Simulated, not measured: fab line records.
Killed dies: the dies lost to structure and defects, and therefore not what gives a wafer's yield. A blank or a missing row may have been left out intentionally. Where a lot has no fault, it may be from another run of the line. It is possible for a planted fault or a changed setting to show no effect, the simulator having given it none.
Matching of chambers    flow n5_finfet    rie_diel-05 running N5_SD_EPI_P_DESCUM_14: 3 sister chambers
The step chemistry O2, time 7.9 s. 14 wafers are shown with their chamber, then 5 later ones without.

WAFERS WITH THEIR CHAMBER
wafer   chamber  showerhead_plenum_p_Torr (Torr)  throttle_valve_pct (%)  oes_product_au (a.u.)
L077.1  1        2.04                             20.49                   0.83
L077.2  3        2.15                             20.29                   0.74
L077.3  2        2.12                             20.58                   0.83
L083.1  1        2.04                             20.50                   0.80
L083.2  3        2.15                             20.29                   0.74
L083.6  1        2.04                             20.51                   0.81
L086.3  3        2.14                             20.31                   0.73
L086.5  2        2.12                             20.61                   0.80
L086.6  3        2.14                             20.31                   0.73
L088.1  2        2.12                             20.61                   0.80
L088.4  2        2.12                             20.60                   0.80
L088.5  1        2.03                             20.51                   0.79
L090.3  3        2.14                             20.33                   0.73
L090.4  1        2.03                             20.51                   0.79

SIGNATURES (means of the wafers above)
reading                   chamber 1  chamber 2  chamber 3  scatter within a chamber
showerhead_plenum_p_Torr  2.0360     2.1200     2.1440     0.00467
throttle_valve_pct        20.5040    20.6000    20.3060    0.0136
oes_product_au            0.8040     0.8075     0.7340     0.0132
Rule: for a wafer and a chamber, the distance is found by dividing, reading by reading, the gap between the wafer's reading and the chamber's mean by the reading's scatter, squaring, summing and taking the root. If the next closest chamber is less than 2 further off than the closest, the wafer can't be placed; otherwise it belongs to the closest. How the scatter is found: for the shown wafers, subtract from each reading the mean of its chamber, square and add these, divide the total by (wafers less chambers), then take the root.

WAFERS WITH NO CHAMBER GIVEN
wafer   showerhead_plenum_p_Torr (Torr)  throttle_valve_pct (%)  oes_product_au (a.u.)
L090.5  2.11                             20.61                   0.80
L094.1  2.11                             20.64                   0.79
L094.2  2.14                             20.33                   0.71
L094.4  2.03                             20.54                   0.79
L096.6  2.03                             20.53                   0.79

CHAMBER TAKEN BY EACH
wafer   from the rows above  in truth
L090.5  2                    2
L094.1  2                    2
L094.2  3                    3
L094.4  1                    1
L096.6  1                    1
5 of 5 placed correctly. Left unplaced by these rows: 0. Placed wrongly: 0.
